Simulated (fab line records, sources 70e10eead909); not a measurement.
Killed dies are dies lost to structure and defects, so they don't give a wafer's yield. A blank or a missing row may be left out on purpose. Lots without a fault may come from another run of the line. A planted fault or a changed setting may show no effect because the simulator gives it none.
fab line records | flow nand_harc
record lots=14 wafers=41 last_day=33
route steps=1302 shown A_ZERO_WELL@403 A_CHANNEL_FILL_D1@499 A_DECK1_JOINT@527
lots that met no fault: from a run of the same line without faults
start_h: hours from the record's first day to the start of the lot's first wafer shown | wait_h: hours since the lot's step before | " the same as in the row above | L1.1+2: a row that stands for several wafers | - no value, or no start given | * or withheld: withheld | < > ~ a bound
route shown NAME@n: a module of which the file shows steps, and the number in the route of the first | usual: mean/standard deviation of fault-free wafers | same: alike in all rows | chamber/n: place in a boat | sites: the reading at each site | _std_site: their standard deviation | _edge_site: outer sites' mean less inner sites' | radius_mm: how far each site lies from the wafer's centre | mask NAME#n: copy n | behind: the tool/chamber that last shaped the wafer | hold: why the lot was held/for how many hours/how that ended | device: the transistor (n, p or np) that didn't switch | end of line: the same wafers' tests at the end of the route | a step without rows: its recipe alone | killed: dies lost to structure and defects at the first sort, not the wafer's yield | map: a wafer's dies, x killed, . not, _ none there
set.NAME: the setting as run; set.NAME@STEP: as run at that earlier step | model.NAME: the simulator's own value behind a step, which no gauge read
steps of the route over a sample of lots; a table a step, a row a wafer
services: from which hour (start_h, from the record's first day; less than 0 if before it) a tool's chamber was out of use, for how many hours, and why
## steps
# step NHARC_A_ZERO_WELL_DESCUM_12
# recipe time_s=3 o2_flow_sccm=200 ar_flow_sccm=0 bias_power_w=0 chemistry=O2
# usual drypump_motor_current_A=5.7/0.51 oes_product_au=1.001/0.0074 rf_vpp_V=58.0/0.87 showerhead_plenum_p_Torr=1.95/0.071 throttle_valve_pct=11.310/0.0098
# columns lot.wafer tool chamber start_h wait_h drypump_motor_current_A oes_product_au rf_hours_counter_h rf_vpp_V showerhead_plenum_p_Torr throttle_valve_pct
L330.4 rie_diel-03 3 142.63 - 6.2 1.007 8 57.7 2.07 11.302
L330.2 " 1 " " 5.6 1.012 11 58.0 2.01 11.318
L330.5 " 3 " " 6.2 1.005 - 59.5 2.07 11.324
L332.2 rie_diel-07 1 159.93 - 6.0 1.002 1 58.1 2.05 11.310
L332.3 " 2 " " 6.0 1.005 1 58.4 1.96 11.309
L332.1 " 0 " " 4.8 1.006 1 58.9 1.92 11.298
L333.1 rie_diel-07 1 171.72 - 6.0 0.998 2 58.8 2.05 11.307
L333.2 " 2 " " 5.9 1.006 2 60.3 1.96 11.311
L333.5 " 3 " " 6.1 1.008 - 57.4 1.85 11.297
L334.4 rie_diel-07 0 173.13 - 4.8 1.001 2 57.3 1.92 11.305
L334.3 " 2 " " 6.0 1.000 2 57.8 1.96 11.315
L334.6 " 3 " " 6.0 1.004 - 57.3 1.85 11.313
L335.3 rie_diel-07 2 186.32 - 6.0 1.006 2 59.8 1.96 11.303
L335.1 " 0 " " 4.8 0.995 2 57.4 1.92 11.301
L335.4 " 2 " " 6.0 1.002 - 57.2 1.96 11.319
L336.1 rie_diel-11 1 200.77 - 5.5 0.995 16 57.7 1.95 11.319
L336.3 " 3 " " 6.5 1.019 15 57.1 1.82 11.326
L336.5 " 0 " " 5.2 1.000 - 58.2 2.01 11.317
L339.3 rie_diel-11 1 230.29 - 5.4 1.006 21 57.3 1.95 11.301
L339.2 " 2 " " 5.4 1.003 20 58.7 1.96 11.317
L339.4 " 0 " " 5.2 0.991 20 58.1 2.01 11.322
L343.4 rie_diel-07 1 266.07 - 5.9 0.992 4 58.5 2.05 11.316
L343.3 " 0 " " 4.8 1.003 5 59.4 1.92 11.301
L345.3 rie_diel-07 2 282.87 - 5.9 1.014 4 57.5 1.95 11.296
L345.5 " 0 " " 4.8 1.005 - 56.8 1.92 11.326
L345.6 " 1 " " 5.9 1.002 - 56.7 2.05 11.306
L347.2 rie_diel-07 3 306.04 - 6.1 1.003 0 57.3 1.85 11.300
L347.5 " 0 " " 4.8 1.007 - 57.3 1.92 11.306
L347.6 " 1 " " 6.0 0.997 - 57.5 2.05 11.306
L350.1 rie_diel-07 2 341.85 - 6.0 1.000 1 57.5 1.95 11.308
L350.3 " 3 " " 6.1 0.998 1 58.1 1.85 11.302
L350.5 " 3 " " 6.1 0.994 - 57.4 1.85 11.301
L351.4 rie_diel-07 0 345.48 - 4.8 1.005 1 56.4 1.92 11.311
L351.5 " 0 " " 4.8 1.000 - 57.7 1.92 11.314
L351.6 " 1 " " 5.9 0.983 - 58.5 2.04 11.314
L352.1 rie_diel-07 1 358.05 - 5.9 0.986 1 58.3 2.05 11.306
L352.4 " 2 " " 6.0 0.986 1 57.2 1.95 11.325
L352.2 " 0 " " 4.8 0.998 1 60.2 1.92 11.316
L353.1 rie_diel-07 3 367.85 - 6.1 0.992 2 57.2 1.85 11.308
L353.3 " 0 " " 4.8 1.007 2 58.2 1.92 11.303
L353.5 " 1 " " 6.0 0.988 - 56.6 2.04 11.320
# step NHARC_A_CHANNEL_FILL_D1_ETCHBACK_19
# recipe target_depth_a=50 time_s=1.7 hbr_flow_sccm=150 cl2_flow_sccm=50 rf_w=400 icp_w=400 bias_w=100 chemistry=HBr/Cl2
# usual drypump_motor_current_A=6.0/0.48 oes_product_au=0.999/0.0069 throttle_valve_pct=26.404/0.009
# columns lot.wafer tool chamber start_h wait_h drypump_motor_current_A oes_product_au rf_hours_counter_h throttle_valve_pct
L330.4 rie_si-04 2 216.27 0.4 6.7 0.998 0.28 26.395
L330.2 " 0 " " 5.6 0.998 0.21 26.414
L330.5 " 2 " " 6.7 0.992 - 26.409
L332.1 rie_si-04 1 236.59 0.4 6.5 1.006 0.32 26.419
L332.3 " 2 " " 6.6 1.001 0.38 26.408
L332.2 " 0 " " 5.6 1.008 0.30 26.408
L333.2 rie_si-02 2 250.60 0.4 5.1 0.992 0.99 26.405
L333.1 " 1 " " 6.0 1.007 0.98 26.402
L333.5 " 2 " " 5.1 0.988 - 26.404
L334.3 rie_si-05 3 250.63 0.4 5.6 0.992 0.77 26.424
L334.6 " 0 " " 6.5 0.992 - 26.406
L334.4 " 3 " " 5.6 0.998 - 26.402
L335.4 rie_si-02 0 258.70 0.4 5.6 1.012 0.91 26.395
L335.1 " 1 " " 6.0 1.014 0.99 26.418
L335.3 " 3 " " 5.6 1.000 0.80 26.403
L336.1 rie_si-04 2 278.34 0.4 6.7 0.996 0.59 26.411
L336.3 " 0 " " 5.7 1.008 0.55 26.397
L336.5 " 3 " " 6.4 0.995 - 26.409
L339.3 rie_si-02 1 299.01 0.4 6.0 0.995 0.04 26.405
L339.2 " 2 " " 5.1 1.000 0.02 26.406
L339.4 " 0 " " 5.6 0.999 0.05 26.394
L343.4 rie_si-05 2 337.52 0.4 6.5 1.004 0.16 26.408
L343.3 " 3 " " 5.7 0.719 0.17 26.420
L345.3 rie_si-05 3 357.26 0.4 5.6 0.717 0.30 26.404
L345.5 " 1 " " 6.1 0.722 - 26.396
L345.6 " 2 " " 6.5 0.999 - 26.389
L347.2 rie_si-04 0 373.43 0.4 5.6 1.003 0.14 26.398
L347.5 " 3 " " 6.4 1.002 - 26.411
L347.6 " 0 " " 5.6 1.002 - 26.407
L350.1 rie_si-02 0 416.66 0.4 5.6 1.001 0.80 26.407
L350.3 " 1 " " 6.0 0.997 0.85 26.401
L350.5 " 3 " " 5.6 0.993 - 26.391
L351.4 rie_si-05 1 420.35 0.4 6.1 0.998 0.49 26.409
L351.5 " 2 " " 6.5 1.006 - 26.403
L351.6 " 3 " " 5.6 0.997 - 26.401
L352.4 rie_si-04 3 429.51 0.4 6.4 1.007 0.47 26.412
L352.2 " 1 " " 6.5 0.995 0.42 26.421
L352.1 " 2 " " 6.6 1.007 0.44 26.419
L353.3 rie_si-04 0 442.85 0.4 5.6 1.001 0.54 26.409
L353.1 " 2 " " 6.6 0.996 0.50 26.385
L353.5 " 0 " " 5.6 0.988 - 26.403
# step NHARC_A_DECK1_JOINT_CMP_13
# recipe target_thk_nm=51.023
# usual motor_current_A=12.6/0.71 time_to_endpoint_s=10.1/1.9
# columns lot.wafer tool chamber start_h wait_h motor_current_A time_to_endpoint_s
L330.2 cmp-03 0 251.81 0.4 13.4 11.8
L330.4 " 3 " " 11.6 13.2
L330.5 " 1 " " 12.8 11.8
L332.1 cmp-04 1 272.16 0.4 12.5 10.3
L332.2 " 2 " " 11.8 10.1
L332.3 " 3 " " 13.6 11.5
L334.4 cmp-02 3 285.50 0.4 14.5 11.5
L334.3 " 1 " " 12.2 6.6
L334.6 " 0 " " 12.4 8.8
L333.2 cmp-03 0 285.53 0.4 12.9 7.8
L333.1 " 2 " " 12.4 7.1
L333.5 " 0 " " 12.1 6.3
L335.1 cmp-04 3 292.87 0.4 13.3 13.2
L335.3 " 1 " " 12.5 12.3
L335.4 " 2 " " 11.8 10.2
L336.3 cmp-02 1 313.78 0.4 13.0 11.4
L336.1 " 3 " " 13.5 9.0
L336.5 " 2 " " 13.4 8.4
L339.4 cmp-03 2 333.05 0.4 11.6 11.8
L339.2 " 3 " " 12.2 15.0
L339.3 " 1 " " 12.0 9.9
L343.4 cmp-04 2 373.56 0.4 12.1 9.3
L345.6 cmp-04 2 391.59 0.5 11.7 10.4
L347.2 cmp-03 2 407.45 0.4 12.6 11.7
L347.5 " 2 " " 12.4 10.2
L347.6 " 3 " " 11.6 9.7
L350.3 cmp-04 2 450.71 0.4 12.2 12.1
L350.1 " 3 " " 13.8 11.6
L350.5 " 1 " " 12.1 10.3
L351.4 cmp-04 3 454.52 0.4 14.5 10.3
L351.5 " 1 " " 12.5 13.0
L351.6 " 2 " " 11.9 11.2
L352.2 cmp-03 2 467.05 0.4 12.7 10.9
L352.1 " 3 " " 11.7 11.2
L352.4 " 0 " " 13.3 9.9
L353.3 cmp-03 3 477.04 0.4 12.4 13.3
L353.1 " 0 " " 13.0 8.5
L353.5 " 2 " " 12.0 10.2
# step NHARC_A_DECK1_JOINT_CMP_02
# recipe material=SiOx
# usual motor_current_A=12.7/0.81
# columns lot.wafer tool chamber start_h wait_h motor_current_A
L330.2 cmp-03 3 273.10 0.4 12.0
L330.4 " 0 " " 12.8
L330.5 " 1 " " 11.7
L332.2 cmp-02 1 294.00 0.4 12.3
L332.3 " 2 " " 14.4
L332.1 " 0 " " 11.4
L333.2 cmp-03 0 310.80 0.4 13.1
L333.1 " 1 " " 12.2
L333.5 " 0 " " 13.2
L334.4 cmp-02 2 310.85 0.4 14.4
L334.3 " 3 " " 15.0
L334.6 " 1 " " 12.7
L335.4 cmp-02 1 327.10 0.4 13.4
L335.3 " 2 " " 13.8
L335.1 " 3 " " 13.9
L336.1 cmp-02 1 336.29 0.4 13.3
L336.3 " 3 " " 13.9
L336.5 " 0 " " 12.2
L339.2 cmp-03 1 353.17 0.4 11.9
L339.4 " 2 " " 12.5
L339.3 " 3 " " 11.8
L343.4 cmp-03 2 397.43 0.4 12.6
L345.6 cmp-02 1 413.22 0.5 12.7
L347.2 cmp-04 1 430.51 0.4 12.3
L347.6 " 1 " " 12.3
L347.5 " 2 " " 11.4
L350.1 cmp-03 0 475.52 0.4 13.4
L350.3 " 3 " " 12.1
L350.5 " 1 " " 11.9
L351.4 cmp-04 0 475.60 0.4 12.1
L351.5 " 1 " " 11.4
L351.6 " 2 " " 12.3
L352.4 cmp-03 2 498.73 0.4 12.6
L352.1 " 0 " " 12.8
L352.2 " 1 " " 12.2
L353.1 cmp-04 0 501.55 0.4 12.3
L353.3 " 3 " " 13.5
L353.5 " 1 " " 12.6
## services
# columns tool chamber start_h hours kind
cmp-03 - 121.21 2.9 repair
cmp-03 - 132.54 1.0 repair
cmp-02 - 134.50 4.0 pm
cmp-03 - 162.00 4.0 pm
rie_diel-07 3 184.65 4.8 repair
cmp-03 - 191.23 1.3 repair
rie_diel-07 2 208.69 2.3 repair
cmp-04 - 209.09 4.0 pm
cmp-03 - 260.00 4.0 pm
rie_diel-07 - 294.22 9.0 pm
cmp-04 - 307.14 4.0 pm
cmp-04 - 314.97 0.3 repair
cmp-03 - 320.87 6.5 repair
cmp-04 - 355.34 1.2 repair
cmp-03 - 358.00 4.0 pm
cmp-04 - 375.61 2.8 repair
cmp-04 - 381.70 6.0 repair
rie_diel-07 0 391.09 1.3 repair
cmp-04 - 394.40 2.9 repair
cmp-04 - 405.14 4.0 pm
cmp-03 - 445.43 0.9 repair
rie_diel-07 3 455.45 12.6 repair
cmp-03 - 456.00 4.0 pm
rie_diel-07 - 471.22 9.0 pm
## key
first_sign step=NHARC_A_CHANNEL_FILL_D1_ETCHBACK_19 reading=oes_product_au direction=down sigmas=41 usual=0.999 struck=0.720
effect none on later readings
met_at NHARC_A_CHANNEL_FILL_D1_ETCHBACK_19
struck_lots L343,L345
struck_wafers L343.3,L345.3,L345.5
later_rows_left_out L343.3,L345.3,L345.5
sort_left_out L343.3,L345.3,L345.5
tester_left_out L343,L345
not_acting_at NHARC_A_ZERO_WELL_DESCUM_12,NHARC_A_DECK1_JOINT_CMP_13,NHARC_A_DECK1_JOINT_CMP_02
onset_between 250.63 337.52
fault kind=process_parameter_drift tool=rie_si-05 chamber=- onset_h=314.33 steps=NHARC_A_CHANNEL_FILL_D1_ETCHBACK_19 channel=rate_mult offset=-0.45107 shape=step end_h=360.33 scope=struck_wafers_only
# tester_left_out: of these lots the tester's yield and bins aren't shown, on N5 and GAA mostly nor the transistor test; their killed dies are dies lost to structure and defects alone, not to doping, threshold or leakage, so they don't give the yield
# sort_left_out: the simulated sort isn't trusted on such a fault, so these wafers' sort isn't shown, and their yield isn't known
# later_rows_left_out: the simulator's readings of these wafers behind a module that went badly wrong aren't trusted and aren't shown, but for the sort
